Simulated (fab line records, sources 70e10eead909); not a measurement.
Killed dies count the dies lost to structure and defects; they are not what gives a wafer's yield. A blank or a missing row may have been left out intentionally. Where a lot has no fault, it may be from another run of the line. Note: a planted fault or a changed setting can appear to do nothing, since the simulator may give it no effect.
Chamber matching    flow nand harc    rie diel-11 running NHARC_P_M0_DESCUM_14: 4 sister chambers
The step chemistry O2, time 3 s. 33 wafers are shown with their chamber, then 12 later ones without.

== WAFERS, EACH WITH ITS CHAMBER ==
wafer   chamber  showerhead plenum p Torr (Torr)  drypump motor current A (A)  oes product au (a.u.)
L075.3  2        1.84                             5.70                         0.986
L075.4  0        1.77                             5.98                         1.010
L075.6  1        1.78                             5.71                         0.981
L077.1  1        1.78                             5.70                         0.988
L077.4  0        1.77                             5.98                         0.996
L077.5  2        1.83                             5.69                         0.989
L079.1  2        1.83                             5.67                         0.981
L079.4  1        1.78                             5.70                         0.984
L079.6  0        1.77                             6.03                         0.999
L078.1  2        1.83                             5.67                         0.986
L078.3  0        1.77                             6.00                         1.004
L078.5  1        1.78                             5.69                         0.985
L080.1  1        1.78                             5.69                         0.996
L080.2  3        1.93                             5.93                         0.986
L080.5  2        1.83                             5.68                         0.980
L081.1  1        1.78                             5.72                         0.993
L081.4  0        1.77                             5.99                         1.005
L081.6  2        1.83                             5.69                         0.989
L082.1  0        1.77                             6.01                         1.009
L082.3  2        1.83                             5.69                         0.982
L082.6  2        1.83                             5.73                         0.978
L083.2  1        1.77                             5.69                         0.998
L083.3  3        1.93                             5.91                         1.012
L083.4  0        1.76                             5.97                         1.011
L085.3  1        1.77                             5.70                         0.988
L085.4  1        1.77                             5.70                         0.987
L085.5  2        1.83                             5.67                         0.967
L086.4  3        1.93                             5.92                         0.992
L086.5  2        1.83                             5.69                         0.968
L086.6  1        1.77                             5.68                         0.992
L087.1  3        1.93                             5.89                         0.985
L087.5  2        1.83                             5.67                         0.973
L087.6  3        1.93                             5.92                         0.986

SIGNATURES (means of the wafers above)
reading                   chamber 0  chamber 1  chamber 2  chamber 3  scatter within a chamber
showerhead plenum p Torr  1.7686     1.7760     1.8309     1.9300     0.00379
drypump motor current A   5.9943     5.6980     5.6864     5.9140     0.0165
oes product au            1.00486    0.98920    0.97991    0.99220    0.0074
Rule: a wafer lies at a distance from a chamber equal to the root of the sum of squares, over the readings, of (its reading less the chamber's mean, divided by the reading's scatter). The wafer belongs to the nearest chamber; if the next one is less than 2 further off, it can't be placed. How the scatter is found: for the shown wafers, subtract from each reading the mean of its chamber, square and add these, divide the total by (wafers less chambers), then take the root.

== WAFERS WHOSE CHAMBER IS MISSING ==
wafer   showerhead plenum p Torr (Torr)  drypump motor current A (A)  oes product au (a.u.)
L089.2  1.83                             5.66                         0.997
L089.5  1.83                             5.69                         0.986
L089.6  2.08                             6.00                         1.012
L092.2  1.82                             5.68                         1.003
L092.3  1.92                             5.91                         1.002
L092.4  1.77                             5.70                         1.001
L095.2  2.07                             6.01                         1.010
L095.5  2.07                             5.97                         1.000
L095.6  1.92                             5.91                         0.990
L096.1  1.77                             5.69                         0.997
L096.3  2.07                             6.03                         0.996
L096.6  1.92                             5.90                         0.990

== CHAMBER TAKEN BY EACH ==
wafer    from the rows above   in truth
L089.2   2                     2
L089.5   2                     2
L089.6   3                     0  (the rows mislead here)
L092.2   2                     2
L092.3   3                     3
L092.4   1                     1
L095.2   3                     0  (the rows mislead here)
L095.5   3                     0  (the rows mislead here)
L095.6   3                     3
L096.1   1                     1
L096.3   3                     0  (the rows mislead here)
L096.6   3                     3
8 of 12 placed correctly. Number that these rows cannot place: 0. Placed wrongly: 4.
